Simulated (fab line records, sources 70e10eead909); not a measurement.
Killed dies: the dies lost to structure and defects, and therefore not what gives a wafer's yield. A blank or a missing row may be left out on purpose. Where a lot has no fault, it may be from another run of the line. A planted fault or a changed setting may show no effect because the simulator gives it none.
Problem report in the 8D (eight disciplines) form, filled by code	flow nand_harc	the parts of the form that need people (team, actions taken, sign-off) are left out

== 1. THE PROBLEM ==
Wafers with no fault read 2.7 with a standard deviation of 1.9, whereas killed_at_periphery at NHARC_END_SORT_01 reads a mean of 669.0 on 1 wafer of 1 lot. So: +99 or more standard deviations from the usual mean.
First seen on wafer L957.1, day 20 16:41, on prober-01. The record holds 3 wafers of 1 lot with a number at this step. Rule for "out", or "out of limits": more than 4 standard deviations from the usual mean. The rest of the wafers with a number are treated as sound.

== 2. WHAT IT IS, WHAT IT ISN'T ==
question	is	is not
which readings at this step	killed_at_periphery, defect_limited_yield, killed_dies, sort_bin_2_pct, sort_n_pass, sort_rim_yield_pct, sort_yield_pct	killed_at_array, killed_at_other, killed_open, killed_short, sort_bin_3_pct, sort_bin_4_pct
which lots	L957	-
which wafers of those lots	L957.1	L957.3, L957.4
read on which gauges	prober-01	-
when	from day 20 16:41	up to then (0 sound wafers); but 2 sound wafers of L957 came after

== 3. SUSPECTS, AND WHAT RULES EACH OUT ==
Counting: any tool at a process step up to the reading remains a suspect provided it ran every lot that is out. Sound lots after the first of them don't rule it out here, since some wafers of a struck lot are sound.
- the gauge at NHARC_END_SORT_01: kept. All the wafers that are out were read on prober-01, and no step on other tools shows them out.
- pecvd-04 at NHARC_P_M2_DEP_00 (deposits SiOC, target thk 182.5 nm): kept. It ran the lot that is out, L957 (day 7 13:33).
- pvd_sputter-03 at NHARC_A_BONDPAD_DEGAS_25 (time 60 s): kept. It ran the lot that is out, L957 (day 19 00:47).
- pvd_sputter-03 at NHARC_THIN_TSV_DEGAS_53 (time 60 s): kept. It ran the lot that is out, L957 (day 19 22:52).
- pecvd-04, NHARC_P_M2_DEP_00: wafers that are out in chamber 2, sound lot-mates in chambers 0, 1.
Left after counting: pecvd-04 at NHARC_P_M2_DEP_00, pvd_sputter-03 at NHARC_A_BONDPAD_DEGAS_25, pvd_sputter-03 at NHARC_THIN_TSV_DEGAS_53, prober-01 at NHARC_END_SORT_01.

== 4. THE CAUSE (what the simulator had put in) ==
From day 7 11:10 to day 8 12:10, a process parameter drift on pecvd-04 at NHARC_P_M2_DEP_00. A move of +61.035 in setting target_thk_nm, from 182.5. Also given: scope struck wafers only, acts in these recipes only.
After counting, 4 suspects remain, this tool included.

== 5. THE EFFECT CHAIN, in route order ==
One row per reading whose mean, taken over the struck wafers that have a number, lies over 3 standard deviations from the usual. Only readings for which the record gives a usual standard deviation are gone through. hours: the time from each lot's start at the first step in this table that gives one to its start at this step, as a median over the lots. sigmas: the change in usual standard deviations.
hours	step	reading	usual	on struck wafers	change	sigmas
0	NHARC_END_SORT_01	defect_limited_yield	95.3 %	0.0	-95.3	-56
0	NHARC_END_SORT_01	killed_at_periphery	2.7	669.0	+666.3	+99 or more
0	NHARC_END_SORT_01	killed_dies	32	677	+645	+54
0	NHARC_END_SORT_01	sort_bin_2_pct	1.5 %	99.0	+97.5	+99 or more
0	NHARC_END_SORT_01	sort_n_pass	645	0	-645	-54
0	NHARC_END_SORT_01	sort_rim_yield_pct	95 %	0	-95	-31
0	NHARC_END_SORT_01	sort_yield_pct	95.3 %	0.0	-95.3	-56

== 6. HOW IT WOULD HAVE BEEN CAUGHT EARLIER ==
The first out-of-limits reading at a measuring or inspecting step in this record came at day 20 16:41, 318 hours after the fault's start at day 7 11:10.
Of the tool readings at NHARC_P_M2_DEP_00 for which the record gives a usual standard deviation, none was out on any struck wafer, so an alarm limit of 4 standard deviations on them would not have fired.
Each of the lots that are out, 1 in all, had begun NHARC_P_M2_DEP_00 on pecvd-04 no later than day 20 16:41. A hold on the tool at that time would have spared none of them.
